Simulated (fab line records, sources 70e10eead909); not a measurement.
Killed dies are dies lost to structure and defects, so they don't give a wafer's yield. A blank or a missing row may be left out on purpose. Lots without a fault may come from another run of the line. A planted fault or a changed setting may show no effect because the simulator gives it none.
Which tool did it? | flow nand_harc | 6 lots, 18 wafers sampled, at 3 steps of a route of 1302

WHAT THE GAUGES READ, wafer by wafer
NHARC_A_ONON_D2_THK_MEAS_08: measures by ellipsometry.
lot  | measured     | on            | thk_nm (nm)
L208 | day 13 05:08 | film_metro-02 | 1005 1006 1008
L210 | day 13 16:59 | film_metro-01 | 1001 1003 1003
L217 | day 17 06:44 | film_metro-02 | 531 529 530
L221 | day 18 12:17 | film_metro-01 | 546 545 546
L225 | day 19 19:20 | film_metro-01 | 999 999 997
L228 | day 21 14:49 | film_metro-02 | 1003 1001 1005

WHICH TOOL RAN EACH LOT (tool, then ch and the chambers of the sampled wafers, then the start)
lot  | NHARC_A_CHANNEL_HOLE_D1_XSEM_31 | NHARC_A_ONON_D2_DEP_06
L208 | xsem-02 ch 0, day 9 15:40       | pecvd_onon-03 ch 0, day 13 04:37
L210 | xsem-02 ch 0, day 10 06:42      | pecvd_onon-02 ch 0, day 13 16:32
L217 | xsem-02 ch 0, day 13 16:16      | pecvd_onon-02 ch 0, day 17 06:17
L221 | xsem-01 ch 0, day 14 19:06      | pecvd_onon-02 ch 0, day 18 11:50
L225 | xsem-01 ch 0, day 16 09:58      | pecvd_onon-04 ch 0, day 19 18:49
L228 | xsem-02 ch 0, day 18 03:47      | pecvd_onon-02 ch 0, day 21 14:22
- NHARC_A_CHANNEL_HOLE_D1_XSEM_31
- NHARC_A_ONON_D2_DEP_06: target thk 1000 nm.

THE ANSWER, worked out from the rows above alone
Rule: what is usual is taken from the lots themselves. Put in order of their means at a reading, lots are off if they are a third of the lots or fewer, leave a main group of 4 or more, and stand apart from it by a gap of 3 or more times the standard deviation of the main group's means; of several such gaps the widest counts. A main group whose means are all the same, to the digits that the tables above print for the reading, isn't used. A lot without any number at a reading at which 4 lots or more have one is off too. The other lots that the step has rows for count as sound.
Off: L217, L221, at NHARC_A_ONON_D2_THK_MEAS_08 (thk_nm). The main group: mean 1002 nm, standard deviation 2.8.
A tool fits if, at a process step before that reading, it ran every lot that is off, and no sound lot after the first of them. The gauges at NHARC_A_ONON_D2_THK_MEAS_08 are tried like those tools. None of those tried fits.

WHAT THE SIMULATOR HAD PUT IN
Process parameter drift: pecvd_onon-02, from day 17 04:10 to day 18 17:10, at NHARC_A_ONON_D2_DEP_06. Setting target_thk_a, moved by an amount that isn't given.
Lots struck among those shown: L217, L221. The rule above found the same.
